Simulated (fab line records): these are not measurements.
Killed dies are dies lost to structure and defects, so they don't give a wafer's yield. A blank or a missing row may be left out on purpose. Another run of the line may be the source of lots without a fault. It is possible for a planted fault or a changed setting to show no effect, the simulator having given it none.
Chamber matching + flow nand harc + pecvd-01 running NHARC_A_M0_PRE_CLEAN_31: 3 sister chambers
The step time 12 s. 3 wafers are shown with their chamber, then 8 later ones without.

WAFERS, EACH WITH ITS CHAMBER
| wafer  | chamber | heater power w (W) |
|--------|---------|--------------------|
| L450.4 | 0       | 627                |
| L450.6 | 2       | 758                |
| L452.1 | 1       | 646                |

WAFERS WHOSE CHAMBER IS MISSING
| wafer  | heater power w (W) |
|--------|--------------------|
| L452.4 | 693                |
| L452.5 | 625                |
| L454.1 | 666                |
| L454.2 | 700                |
| L454.6 | 677                |
| L453.1 | 625                |
| L453.2 | 600                |
| L453.4 | 643                |

THE CHAMBER EACH PASSED THROUGH
| wafer  | from the rows above          | in truth |
|--------|------------------------------|----------|
| L452.4 | can't be placed: 1 or 2 or 0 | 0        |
| L452.5 | can't be placed: 0 or 1      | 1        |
| L454.1 | can't be placed: 1 or 0      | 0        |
| L454.2 | can't be placed: 1 or 2 or 0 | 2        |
| L454.6 | can't be placed: 1 or 0 or 2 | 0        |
| L453.1 | can't be placed: 0 or 1      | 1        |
| L453.2 | can't be placed: 0 or 1      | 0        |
| L453.4 | can't be placed: 1 or 0      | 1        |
0 of 8 placed correctly. Can't be placed from these rows: 8 (the true chamber is among the candidates in 8). Number placed wrongly: 0.
How it was worked out, from the rows above alone: a wafer's distance from a chamber is the root of the sum, over the readings, of the square of ((its reading less the chamber's mean) divided by the reading's scatter). If the next closest chamber is less than 2 further off than the closest, the wafer can't be placed; otherwise it belongs to the closest. A chamber's mean is the mean of its shown wafers. The scatter: root of mean squared gap, hidden wafer to nearest shown wafer, with one shown wafer a chamber.
